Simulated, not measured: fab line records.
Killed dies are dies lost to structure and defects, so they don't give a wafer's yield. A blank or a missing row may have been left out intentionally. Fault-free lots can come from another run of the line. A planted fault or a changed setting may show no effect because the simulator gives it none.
Comparing a struck lot with a sound one -- flow nand_harc -- 14 out of 1159 route steps
Sound: wafers L944.2, L944.3, L944.5. Struck: wafer L953.6. (L953.2 of the same lot was not struck and is left out.) The cause comes at the end.
At each step with rows: each side's tool, then ch and its chambers, then its first start. Under that, the readings that differ: sound wafers -- struck wafers -- difference of the means -- sigmas: that difference in standard deviations of wafers without a fault.
alike: words and numbers the same on both sides, and readings whose means are apart by under 2 such deviations; not compared: readings that were withheld, readings missing a value for some wafer, numbers with overlapping values and no deviation given by the record, and bounds like >300 which may hide the same value.
Wherever a step has rows on one side only, a row that says differs or no value, or a row with sigmas, the two part there. When numbers do not overlap yet have no deviation, they are printed without sigmas and do not part them. Lack of a reading on every wafer of one side parts them only where that side has two or more wafers.

first, 3 steps without rows for these wafers: NHARC_A_CHANNEL_HOLE_D1_STRIP_41 (strips in N2/H2); NHARC_A_CHANNEL_HOLE_D1_STRIP_42 (strips in CF4/CHF3); NHARC_A_CHANNEL_HOLE_D1_STRIP_43 (strips in O2/COS).
NHARC_A_CHANNEL_HOLE_D1_ETCH_44: etches the open film in CF4/O2, target depth 140 nm, overetch 14 nm, time 77 s.
  sound on rie_diel-10 ch 0,1,3, day 8 18:20; struck on rie_diel-01 ch 2, day 11 03:35
reading,sound,struck,difference,sigmas
drypump_motor_current_A (A),5.1 6.3 5.4,6.6,+1.0,+2
throttle_valve_pct (%),13.387 13.384 13.394,13.409,+0.021,+2
  alike: chamber_pressure_mTorr, oes_product_au, rf_vpp_V, showerhead_plenum_p_Torr
  not compared: rf_hours_counter_h
NHARC_A_CHANNEL_HOLE_D1_STRIP_27: strips in O2.
  sound on rie_diel-10 ch 0,2,3; struck on rie_diel-01 ch 3
reading,sound,struck,difference,sigmas
chamber_pressure_mTorr (mTorr),60.02 59.98 59.90,60.11,+0.14,+3
  alike: drypump_motor_current_A, oes_product_au, rf_vpp_V, showerhead_plenum_p_Torr, throttle_valve_pct
  not compared: rf_hours_counter_h
then, 2 steps without rows for these wafers: NHARC_A_CHANNEL_HOLE_D1_PRECLEAN_28 (cleans in SC1); NHARC_A_CHANNEL_HOLE_D1_SRD_29.
NHARC_A_CHANNEL_HOLE_D1_CD_MEAS_30:
  sound on cd_sem-01 at day 8 19:07; struck on cd_sem-02 at day 11 04:22
  alike: cd_nm
NHARC_A_CHANNEL_HOLE_D1_XSEM_31:
  sound on xsem-02 ch 0, day 8 19:13; struck on xsem-01 ch 0, day 11 04:28
  alike: bot_cd_nm, bow_nm, tilt_deg
NHARC_A_CHANNEL_HOLE_D1_INSPECT_40:
  sound on defect_inspect-02 at day 8 19:19; struck on defect_inspect-02 at day 11 04:33
reading,sound,struck,difference,sigmas
raw_defect_count,52 43 57,83,+32,+2
then, 2 steps without rows for these wafers: NHARC_A_CHANNEL_FILL_D1_PRECLEAN_00 (cleans in SC1); NHARC_A_CHANNEL_FILL_D1_SRD_01.
NHARC_A_CHANNEL_FILL_D1_ALD_02: deposits SiO2, target thk 6 nm, pulse time 10 s, ald cycles 60.
  sound on ald_hk-01 ch 0,2,3, day 9 00:44; struck on ald_hk-04 ch 0, day 11 06:31
reading,sound,struck,difference,sigmas
ald_cycles,60 60 60,68,+8,
  alike: heater_power_w, precursor_pulse_height_rel
NHARC_A_CHANNEL_FILL_D1_ALD_03: deposits SiNx, target thk 6 nm, pulse time 60 s, ald cycles 58.
  sound on ald_sin_batch-02 ch 0; struck on ald_sin_batch-02 ch 0
  alike: precursor_pulse_height_rel
  not compared: ald_cycles

WHERE THEY PART
At NHARC_A_CHANNEL_HOLE_D1_ETCH_44 first; at NHARC_A_CHANNEL_HOLE_D1_INSPECT_40 last (within this record only). Later steps at which nothing parts them and some readings are alike: NHARC_A_CHANNEL_FILL_D1_ALD_02, NHARC_A_CHANNEL_FILL_D1_ALD_03.

WHY: what the simulator had put in
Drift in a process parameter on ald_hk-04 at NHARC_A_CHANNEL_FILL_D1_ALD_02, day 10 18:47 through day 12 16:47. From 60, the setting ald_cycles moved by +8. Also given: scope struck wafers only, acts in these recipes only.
